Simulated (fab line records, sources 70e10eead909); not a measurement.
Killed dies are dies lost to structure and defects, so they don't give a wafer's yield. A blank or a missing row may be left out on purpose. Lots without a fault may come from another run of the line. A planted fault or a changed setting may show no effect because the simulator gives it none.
Chamber matching | flow nand_harc | NHARC_A_CONTACT_ETCH_106 on rie_diel-02: 4 sister chambers
The step etches the open film in CF4/O2, target depth 90 nm, overetch 9 nm, time 49.5 s. 30 wafers are shown with their chamber, then 12 later ones without.

WAFERS WITH THEIR CHAMBER
wafer  | chamber | showerhead_plenum_p_Torr (Torr) | drypump_motor_current_A (A) | rf_vpp_V (V)
L075.1 | 0       | 1.40                            | 6.1                         | 199.8
L075.2 | 2       | 1.33                            | 6.4                         | 196.7
L075.5 | 3       | 1.25                            | 6.7                         | 196.5
L074.1 | 2       | 1.33                            | 6.4                         | 196.3
L074.4 | 3       | 1.25                            | 6.6                         | 194.7
L074.6 | 0       | 1.40                            | 6.2                         | 200.7
L077.2 | 3       | 1.25                            | 6.6                         | 195.8
L077.3 | 2       | 1.33                            | 6.4                         | 196.5
L077.6 | 0       | 1.40                            | 6.2                         | 199.1
L076.2 | 0       | 1.40                            | 6.2                         | 197.7
L076.5 | 2       | 1.33                            | 6.4                         | 196.7
L076.6 | 0       | 1.40                            | 6.1                         | 199.1
L079.1 | 1       | 1.32                            | 6.6                         | 197.5
L079.2 | 3       | 1.25                            | 6.6                         | 196.0
L079.6 | 2       | 1.33                            | 6.4                         | 198.8
L078.1 | 3       | 1.25                            | 6.6                         | 197.2
L078.3 | 2       | 1.33                            | 6.5                         | 197.6
L078.6 | 2       | 1.33                            | 6.4                         | 199.1
L082.3 | 3       | 1.25                            | 6.6                         | 196.1
L082.5 | 0       | 1.40                            | 6.1                         | 198.3
L082.6 | 1       | 1.32                            | 6.6                         | 198.5
L083.1 | 0       | 1.40                            | 6.1                         | 199.9
L083.2 | 2       | 1.33                            | 6.4                         | 197.8
L083.4 | 3       | 1.25                            | 6.6                         | 197.2
L085.1 | 2       | 1.32                            | 6.4                         | 197.6
L085.2 | 1       | 1.32                            | 6.6                         | 197.2
L085.3 | 0       | 1.40                            | 6.2                         | 198.2
L091.2 | 3       | 1.24                            | 6.6                         | 195.4
L091.4 | 0       | 1.40                            | 6.2                         | 199.6
L091.5 | 0       | 1.40                            | 6.1                         | 199.4

SIGNATURES (means of the wafers above)
reading                  | chamber 0 | chamber 1 | chamber 2 | chamber 3 | scatter within a chamber
showerhead_plenum_p_Torr | 1.4000    | 1.3200    | 1.3289    | 1.2488    | 0.0026
drypump_motor_current_A  | 6.150     | 6.600     | 6.411     | 6.612     | 0.0405
rf_vpp_V                 | 199.180   | 197.733   | 197.456   | 196.113   | 0.909
Rule: a wafer's distance from a chamber is the root of the sum, over the readings, of the square of ((its reading less the chamber's mean) divided by the reading's scatter). The wafer belongs to the nearest chamber; if the next one is less than 2 further off, it can't be placed. The scatter: the root of (the sum of the squares of (reading less its chamber's mean) over the shown wafers, divided by (wafers less chambers)).

WAFERS WITHOUT THEIR CHAMBER
wafer  | showerhead_plenum_p_Torr (Torr) | drypump_motor_current_A (A) | rf_vpp_V (V)
L092.4 | 1.24                            | 6.6                         | 194.3
L092.5 | 1.24                            | 6.6                         | 196.1
L092.6 | 1.40                            | 6.2                         | 197.5
L093.2 | 1.40                            | 6.1                         | 198.7
L093.4 | 1.32                            | 6.4                         | 197.8
L093.6 | 1.40                            | 6.1                         | 199.2
L097.1 | 1.24                            | 6.6                         | 197.3
L097.2 | 1.31                            | 6.6                         | 196.2
L097.3 | 1.32                            | 6.4                         | 199.0
L096.3 | 1.31                            | 6.6                         | 196.0
L096.5 | 1.24                            | 6.6                         | 195.9
L096.6 | 1.32                            | 6.4                         | 196.6

WHICH CHAMBER EACH WENT THROUGH
wafer  | from the rows above     | in truth
L092.4 | 3                       | 3
L092.5 | 3                       | 3
L092.6 | 0                       | 0
L093.2 | 0                       | 0
L093.4 | can't be placed: 2 or 1 | 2
L093.6 | 0                       | 0
L097.1 | 3                       | 3
L097.2 | 1                       | 1
L097.3 | can't be placed: 2 or 1 | 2
L096.3 | 1                       | 1
L096.5 | 3                       | 3
L096.6 | can't be placed: 2 or 1 | 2
Placed correctly: 9 of 12. Can't be placed from these rows: 3 (the true chamber is among the candidates in 3). Placed wrongly: 0.
